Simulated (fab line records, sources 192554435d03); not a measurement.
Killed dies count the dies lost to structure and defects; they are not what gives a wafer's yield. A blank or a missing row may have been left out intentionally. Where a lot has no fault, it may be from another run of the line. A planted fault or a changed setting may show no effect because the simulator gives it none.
Which tool did it?    flow n5Finfet    36 wafers from 12 lots sampled at 4 of the route's 1938 steps

== WHAT THE GAUGES READ, wafer by wafer ==
N5_GATE_CUT_THK_MEAS_24.
lot   measured      on            GC_FILL_THK (nm)
L075  day 4 23:00   filmMetro-02  217.9 221.0 220.1
L077  day 5 10:25   filmMetro-02  221.4 219.9 224.2
L079  day 6 07:50   filmMetro-02  220.0 221.3 222.1
L081  day 6 15:14   filmMetro-01  218.8 217.8 221.4
L083  day 6 22:33   filmMetro-02  220.2 221.5 223.1
L085  day 7 09:53   filmMetro-01  218.9 219.3 220.2
L087  day 7 19:33   filmMetro-01  219.6 223.9 222.2
L089  day 8 14:53   filmMetro-01  217.3 218.2 220.3
L092  day 9 02:55   filmMetro-01  218.6 221.1 222.4
L093  day 9 09:51   filmMetro-02  218.1 217.8 218.6
L095  day 10 07:08  filmMetro-02  220.7 216.8 223.4
L096  day 10 19:41  filmMetro-02  219.6 221.1 222.7

== WHAT TOOL EACH LOT RAN ON (gives the tool, then ch and the chambers of the sampled wafers, and finally the start) ==
lot   N5_HKMG_FIN_STRIP_90               N5_GATE_CUT_ETCHBACK_30           N5_GATE_CUT_VAPOR_ETCH_51
L075  rieDiel-06 ch 0,1, day 4 14:35     rieMetal-03 ch 0,1, day 4 16:48   rieMetal-02 ch 0,1, day 4 21:01
L077  rieDiel-03 ch 0,1, day 5 01:31     rieMetal-02 ch 0, day 5 04:01     rieMetal-02 ch 0, day 5 08:24
L079  rieDiel-02 ch 1,2,3, day 5 23:23   rieMetal-03 ch 0,1, day 6 01:38   rieMetal-01 ch 0,1, day 6 05:51
L081  rieDiel-06 ch 1,2,3, day 6 06:42   rieMetal-02 ch 0,1, day 6 08:52   rieMetal-03 ch 1, day 6 13:13
L083  rieDiel-06 ch 1,3, day 6 14:00     rieMetal-03 ch 1, day 6 16:23     rieMetal-02 ch 0,1, day 6 20:33
L085  rieDiel-06 ch 0,1,2, day 7 01:21   rieMetal-02 ch 0,1, day 7 03:32   rieMetal-02 ch 0,1, day 7 07:54
L087  rieDiel-02 ch 0,1,2, day 7 11:03   rieMetal-02 ch 0,1, day 7 13:14   rieMetal-01 ch 0,1, day 7 17:34
L089  rieDiel-03 ch 0,2,3, day 8 06:31   rieMetal-03 ch 0,1, day 8 08:41   rieMetal-01 ch 1, day 8 12:54
L092  rieDiel-03 ch 0,2,3, day 8 18:14   rieMetal-03 ch 0,1, day 8 20:25   rieMetal-03 ch 0,1, day 9 00:56
L093  rieDiel-06 ch 0,1,3, day 9 01:19   rieMetal-02 ch 0,1, day 9 03:29   rieMetal-03 ch 0,1, day 9 07:47
L095  rieDiel-02 ch 1,2,3, day 9 20:56   rieMetal-02 ch 0,1, day 9 23:17   rieMetal-02 ch 0,1, day 10 04:06
L096  rieDiel-02 ch 0,1,2, day 10 11:19  rieMetal-01 ch 0,1, day 10 13:29  rieMetal-03 ch 0,1, day 10 17:42
- N5_HKMG_FIN_STRIP_90: strips SOC in N2/H2, time 20 s.
- N5_GATE_CUT_ETCHBACK_30: etches TiN in Cl2/Ar, target depth 3 nm.
- N5_GATE_CUT_VAPOR_ETCH_51: etches HfO2 in BCl3/Cl2.

== THE ANSWER, worked out from the rows above alone ==
Rule: what is usual is taken from the lots themselves. Put in order of their means at a reading, lots are off if they are a third of the lots or fewer, leave a main group of 4 or more, and stand apart from it by a gap of 3 or more times the standard deviation of the main group's means; of several such gaps the widest counts. The tables above print the reading to a certain number of digits; a main group whose means all agree to those digits is not used. A lot without any number at a reading at which 4 lots or more have one is off too. All remaining lots with rows at the step are treated as sound.
Across all readings shown, no lot is off: no conclusion can be drawn from this.

== WHAT HAD BEEN PUT IN BY THE SIMULATOR ==
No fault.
